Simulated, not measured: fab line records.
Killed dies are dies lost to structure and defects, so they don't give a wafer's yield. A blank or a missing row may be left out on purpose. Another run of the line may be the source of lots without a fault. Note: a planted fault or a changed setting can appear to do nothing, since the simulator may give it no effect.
Tool commonality check :: flow nand-harc :: Sample size 14 lots and 42 wafers

WHY IT WAS OPENED
On 3 of the 14 lots, a flag is raised at NHARC_A_ONON_D1_THK_MEAS_24 on the reading thk-nm. No-fault wafers: 1001 nm, standard deviation 9.2.
Rule: flag the lot when none of its wafers has a number, or when each of its wafers that has one lies beyond 4 standard deviations from that mean. The rest of the lots are taken to be sound.

lot: L997
measured: day 7 22:05
on: film-metro-02
thk-nm (nm), wafer by wafer: 990 990 989
flag: 

lot: L999
measured: day 9 00:27
on: film-metro-01
thk-nm (nm), wafer by wafer: 1004 1004 1004
flag: 

lot: L100
measured: day 9 10:23
on: film-metro-01
thk-nm (nm), wafer by wafer: 1504 1506 1505
flag: FLAGGED

lot: L101
measured: day 10 02:27
on: film-metro-02
thk-nm (nm), wafer by wafer: 1471 1471 1472
flag: FLAGGED

lot: L103
measured: day 10 17:56
on: film-metro-02
thk-nm (nm), wafer by wafer: 1492 1494 1493
flag: FLAGGED

lot: L110
measured: day 13 15:14
on: film-metro-02
thk-nm (nm), wafer by wafer: 986 987 988
flag: 

lot: L111
measured: day 14 13:26
on: film-metro-01
thk-nm (nm), wafer by wafer: 994 996 996
flag: 

lot: L114
measured: day 15 05:28
on: film-metro-01
thk-nm (nm), wafer by wafer: 992 991 991
flag: 

lot: L115
measured: day 15 17:49
on: film-metro-02
thk-nm (nm), wafer by wafer: 991 991 991
flag: 

lot: L116
measured: day 16 14:02
on: film-metro-01
thk-nm (nm), wafer by wafer: 1013 1012 1011
flag: 

lot: L117
measured: day 16 14:10
on: film-metro-01
thk-nm (nm), wafer by wafer: 1003 1003 1001
flag: 

lot: L118
measured: day 16 14:23
on: film-metro-01
thk-nm (nm), wafer by wafer: 1000 1002 1000
flag: 

lot: L119
measured: day 17 10:28
on: film-metro-01
thk-nm (nm), wafer by wafer: 1003 1005 1004
flag: 

lot: L120
measured: day 17 16:46
on: film-metro-01
thk-nm (nm), wafer by wafer: 1011 1010 1010
flag: 
On average the flagged lots' numbers are 1490 nm, which is +489 nm against the usual, or +53 standard deviations.

TOOL THAT RAN EACH LOT
2 process steps preceding the reading are held in the record, out of 1302 steps in the route. Every cell lists first the tool, next ch and the chambers used by the sampled wafers, and last the start.
lot: L997
flag: 
NHARC_A_ZERO_WELL_RTA_16: rtp-anneal-02 ch 0, day 6 14:21
NHARC_A_ONON_D1_DEP_22: pecvd-onon-02 ch 0, day 7 21:45

lot: L999
flag: 
NHARC_A_ZERO_WELL_RTA_16: rtp-anneal-02 ch 0, day 7 16:27
NHARC_A_ONON_D1_DEP_22: pecvd-onon-01 ch 0, day 8 23:56

lot: L100
flag: FLAGGED
NHARC_A_ZERO_WELL_RTA_16: rtp-anneal-02 ch 0, day 7 20:18
NHARC_A_ONON_D1_DEP_22: pecvd-onon-01 ch 0, day 9 09:52

lot: L101
flag: FLAGGED
NHARC_A_ZERO_WELL_RTA_16: rtp-anneal-02 ch 0, day 8 14:38
NHARC_A_ONON_D1_DEP_22: pecvd-onon-01 ch 0, day 10 01:56

lot: L103
flag: FLAGGED
NHARC_A_ZERO_WELL_RTA_16: rtp-anneal-01 ch 0, day 9 09:02
NHARC_A_ONON_D1_DEP_22: pecvd-onon-01 ch 0, day 10 17:29

lot: L110
flag: 
NHARC_A_ZERO_WELL_RTA_16: rtp-anneal-02 ch 0, day 12 06:54
NHARC_A_ONON_D1_DEP_22: pecvd-onon-01 ch 0, day 13 14:43

lot: L111
flag: 
NHARC_A_ZERO_WELL_RTA_16: rtp-anneal-01 ch 0, day 13 00:35
NHARC_A_ONON_D1_DEP_22: pecvd-onon-02 ch 0, day 14 13:02

lot: L114
flag: 
NHARC_A_ZERO_WELL_RTA_16: rtp-anneal-01 ch 0, day 13 19:27
NHARC_A_ONON_D1_DEP_22: pecvd-onon-01 ch 0, day 15 04:58

lot: L115
flag: 
NHARC_A_ZERO_WELL_RTA_16: rtp-anneal-02 ch 0, day 14 09:53
NHARC_A_ONON_D1_DEP_22: pecvd-onon-02 ch 0, day 15 17:21

lot: L116
flag: 
NHARC_A_ZERO_WELL_RTA_16: rtp-anneal-02 ch 0, day 15 00:22
NHARC_A_ONON_D1_DEP_22: pecvd-onon-04 ch 0, day 16 13:34

lot: L117
flag: 
NHARC_A_ZERO_WELL_RTA_16: rtp-anneal-02 ch 0, day 15 03:36
NHARC_A_ONON_D1_DEP_22: pecvd-onon-01 ch 0, day 16 13:43

lot: L118
flag: 
NHARC_A_ZERO_WELL_RTA_16: rtp-anneal-02 ch 0, day 15 07:54
NHARC_A_ONON_D1_DEP_22: pecvd-onon-04 ch 0, day 16 13:52

lot: L119
flag: 
NHARC_A_ZERO_WELL_RTA_16: rtp-anneal-02 ch 0, day 16 00:20
NHARC_A_ONON_D1_DEP_22: pecvd-onon-02 ch 0, day 17 09:57

lot: L120
flag: 
NHARC_A_ZERO_WELL_RTA_16: rtp-anneal-02 ch 0, day 16 04:25
NHARC_A_ONON_D1_DEP_22: pecvd-onon-04 ch 0, day 17 16:16
What is done by these steps:
- NHARC_A_ZERO_WELL_RTA_16: time 10 s.
- NHARC_A_ONON_D1_DEP_22: target thk 1000 nm.
- NHARC_A_ONON_D1_THK_MEAS_24: measures by ellipsometry.

FLAGGED OVER TOTAL, TOOL BY TOOL (the gauges that took the reading come last)
step: NHARC_A_ZERO_WELL_RTA_16
tool: rtp-anneal-01
lots run: 3
flagged: 1
share of the flagged lots: some
sound lots run after its first flagged lot: 2 (L111,L114)

step: NHARC_A_ZERO_WELL_RTA_16
tool: rtp-anneal-02
lots run: 11
flagged: 2
share of the flagged lots: some
sound lots run after its first flagged lot: 7 (L110,L115,L116,L117,L118,L119,L120)

step: NHARC_A_ONON_D1_DEP_22
tool: pecvd-onon-01
lots run: 7
flagged: 3
share of the flagged lots: all
sound lots run after its first flagged lot: 3 (L110,L114,L117)

step: NHARC_A_ONON_D1_DEP_22
tool: pecvd-onon-02
lots run: 4
flagged: 0
share of the flagged lots: none
sound lots run after its first flagged lot: -

step: NHARC_A_ONON_D1_DEP_22
tool: pecvd-onon-04
lots run: 3
flagged: 0
share of the flagged lots: none
sound lots run after its first flagged lot: -

step: NHARC_A_ONON_D1_THK_MEAS_24
tool: film-metro-01
lots run: 9
flagged: 1
share of the flagged lots: some
sound lots run after its first flagged lot: 7 (L111,L114,L116,L117,L118,L119,L120)

step: NHARC_A_ONON_D1_THK_MEAS_24
tool: film-metro-02
lots run: 5
flagged: 2
share of the flagged lots: some
sound lots run after its first flagged lot: 2 (L110,L115)

THE TABLE: WHAT IT ALLOWS
All flagged lots share 1 row of the table, namely pecvd-onon-01 at NHARC_A_ONON_D1_DEP_22.
- pecvd-onon-01 at NHARC_A_ONON_D1_DEP_22 ran 7 lots, 3 of them flagged. Lots that were sound ran on it after the first flagged one (L110, L114, L117); a persistent fault on the entire tool would not allow that.
None of the table's rows ran every flagged lot and, after the first, no sound lot.

WHAT THE SIMULATOR HAD INSERTED
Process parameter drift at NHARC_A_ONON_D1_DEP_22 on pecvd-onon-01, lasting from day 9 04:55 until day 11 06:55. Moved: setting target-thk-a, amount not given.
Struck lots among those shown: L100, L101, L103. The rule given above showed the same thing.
